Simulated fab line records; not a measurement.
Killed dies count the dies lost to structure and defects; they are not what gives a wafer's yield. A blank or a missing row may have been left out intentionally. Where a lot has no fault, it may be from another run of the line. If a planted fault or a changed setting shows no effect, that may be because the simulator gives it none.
Matching of chambers    flow n5-finfet    N5_BEOL_M11_DEP_56 on pecvd-04: 3 sister chambers
The step deposits SiCN from 3MS/NH3, target thk 30 nm, time 10.5 s. 3 wafers are shown with their chamber, then 6 later ones without.

## WAFERS PAIRED WITH THEIR CHAMBERS
wafer   chamber  throttle-valve-pct (%)
L085.3  1        20.9
L091.5  0        18.1
L091.6  2        18.7

## WAFERS WITHOUT THEIR CHAMBER
wafer   throttle-valve-pct (%)
L092.3  18.4
L092.4  18.6
L092.6  18.5
L093.1  18.3
L093.2  18.8
L093.4  18.2

## WHICH CHAMBER EACH ONE RAN IN
wafer   from the rows above      in truth
L092.3  can't be placed: 0 or 2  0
L092.4  2                        2
L092.6  can't be placed: 2 or 0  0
L093.1  can't be placed: 0 or 2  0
L093.2  2                        2
L093.4  0                        0
Correct placement for 3 of the 6. From these rows, 3 cannot be placed; in 3 the true chamber is one of the candidates. 0 placed wrongly.
How it was worked out, from the rows above alone: a wafer's distance from a chamber is the root of the sum, over the readings, of the square of ((its reading less the chamber's mean) divided by the reading's scatter). The wafer belongs to the nearest chamber; if the next one is less than 2 further off, it can't be placed. A chamber's mean is the mean of its shown wafers. The scatter: root of mean squared gap, hidden wafer to nearest shown wafer, with one shown wafer a chamber.
